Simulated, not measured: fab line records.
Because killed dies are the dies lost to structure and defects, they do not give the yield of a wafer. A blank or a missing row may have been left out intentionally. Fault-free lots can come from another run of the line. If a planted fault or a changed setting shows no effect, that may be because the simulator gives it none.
Chamber matching / flow n5Finfet / N5_BEOL_M13_ETCH_59 on rieDiel-04: 4 sister chambers
The step etches BARC in N2/H2, target depth 89 nm, overetch 26.7 nm, time 67.9 s. 16 wafers are shown with their chamber, then 8 later ones without.

WAFERS, EACH WITH ITS CHAMBER
wafer=L078.1; chamber=3; showerheadPlenumPTorr (Torr)=2.70; oesProductAu (a.u.)=0.81; throttleValvePct (%)=17.79
wafer=L078.4; chamber=1; showerheadPlenumPTorr (Torr)=2.42; oesProductAu (a.u.)=0.63; throttleValvePct (%)=18.17
wafer=L078.5; chamber=0; showerheadPlenumPTorr (Torr)=2.51; oesProductAu (a.u.)=0.60; throttleValvePct (%)=17.93
wafer=L082.2; chamber=3; showerheadPlenumPTorr (Torr)=2.70; oesProductAu (a.u.)=0.78; throttleValvePct (%)=17.82
wafer=L082.4; chamber=0; showerheadPlenumPTorr (Torr)=2.50; oesProductAu (a.u.)=0.59; throttleValvePct (%)=17.97
wafer=L082.5; chamber=3; showerheadPlenumPTorr (Torr)=2.70; oesProductAu (a.u.)=0.78; throttleValvePct (%)=17.82
wafer=L085.2; chamber=0; showerheadPlenumPTorr (Torr)=2.50; oesProductAu (a.u.)=0.59; throttleValvePct (%)=17.96
wafer=L085.5; chamber=0; showerheadPlenumPTorr (Torr)=2.50; oesProductAu (a.u.)=0.58; throttleValvePct (%)=17.97
wafer=L085.6; chamber=1; showerheadPlenumPTorr (Torr)=2.42; oesProductAu (a.u.)=0.62; throttleValvePct (%)=18.18
wafer=L086.1; chamber=1; showerheadPlenumPTorr (Torr)=2.42; oesProductAu (a.u.)=0.62; throttleValvePct (%)=18.19
wafer=L086.3; chamber=2; showerheadPlenumPTorr (Torr)=2.62; oesProductAu (a.u.)=0.61; throttleValvePct (%)=17.97
wafer=L086.4; chamber=0; showerheadPlenumPTorr (Torr)=2.50; oesProductAu (a.u.)=0.59; throttleValvePct (%)=17.99
wafer=L088.1; chamber=1; showerheadPlenumPTorr (Torr)=2.42; oesProductAu (a.u.)=0.62; throttleValvePct (%)=18.17
wafer=L088.2; chamber=2; showerheadPlenumPTorr (Torr)=2.62; oesProductAu (a.u.)=0.62; throttleValvePct (%)=17.99
wafer=L088.3; chamber=0; showerheadPlenumPTorr (Torr)=2.50; oesProductAu (a.u.)=0.59; throttleValvePct (%)=17.97
wafer=L091.1; chamber=0; showerheadPlenumPTorr (Torr)=2.50; oesProductAu (a.u.)=0.59; throttleValvePct (%)=17.97

SIGNATURES (averages over the wafers above)
reading=showerheadPlenumPTorr; chamber 0=2.5014; chamber 1=2.4200; chamber 2=2.6200; chamber 3=2.7000; scatter within a chamber=0.00267
reading=oesProductAu; chamber 0=0.5900; chamber 1=0.6225; chamber 2=0.6150; chamber 3=0.7900; scatter within a chamber=0.00878
reading=throttleValvePct; chamber 0=17.9657; chamber 1=18.1775; chamber 2=17.9800; chamber 3=17.8100; scatter within a chamber=0.0159
Rule: distance of a wafer from a chamber = root of the sum over the readings of ((wafer's reading minus chamber's mean) / reading's scatter) squared. The wafer belongs to the nearest chamber; if the next one is less than 2 further off, it can't be placed. How the scatter is found: for the shown wafers, subtract from each reading the mean of its chamber, square and add these, divide the total by (wafers less chambers), then take the root.

WAFERS MISSING THEIR CHAMBER
wafer=L091.4; showerheadPlenumPTorr (Torr)=2.62; oesProductAu (a.u.)=0.62; throttleValvePct (%)=18.00
wafer=L091.5; showerheadPlenumPTorr (Torr)=2.62; oesProductAu (a.u.)=0.61; throttleValvePct (%)=18.00
wafer=L095.3; showerheadPlenumPTorr (Torr)=2.69; oesProductAu (a.u.)=0.75; throttleValvePct (%)=17.86
wafer=L095.5; showerheadPlenumPTorr (Torr)=2.62; oesProductAu (a.u.)=0.60; throttleValvePct (%)=18.00
wafer=L095.6; showerheadPlenumPTorr (Torr)=2.69; oesProductAu (a.u.)=0.75; throttleValvePct (%)=17.84
wafer=L097.2; showerheadPlenumPTorr (Torr)=2.61; oesProductAu (a.u.)=0.61; throttleValvePct (%)=18.02
wafer=L097.4; showerheadPlenumPTorr (Torr)=2.41; oesProductAu (a.u.)=0.61; throttleValvePct (%)=18.23
wafer=L097.6; showerheadPlenumPTorr (Torr)=2.69; oesProductAu (a.u.)=0.74; throttleValvePct (%)=17.87

CHAMBER TAKEN BY EACH
wafer=L091.4; from the rows above=2; in truth=2
wafer=L091.5; from the rows above=2; in truth=2
wafer=L095.3; from the rows above=3; in truth=3
wafer=L095.5; from the rows above=2; in truth=2
wafer=L095.6; from the rows above=3; in truth=3
wafer=L097.2; from the rows above=2; in truth=2
wafer=L097.4; from the rows above=1; in truth=1
wafer=L097.6; from the rows above=3; in truth=3
8 of 8 placed correctly. From these rows, 0 cannot be placed. Placed wrongly: 0.
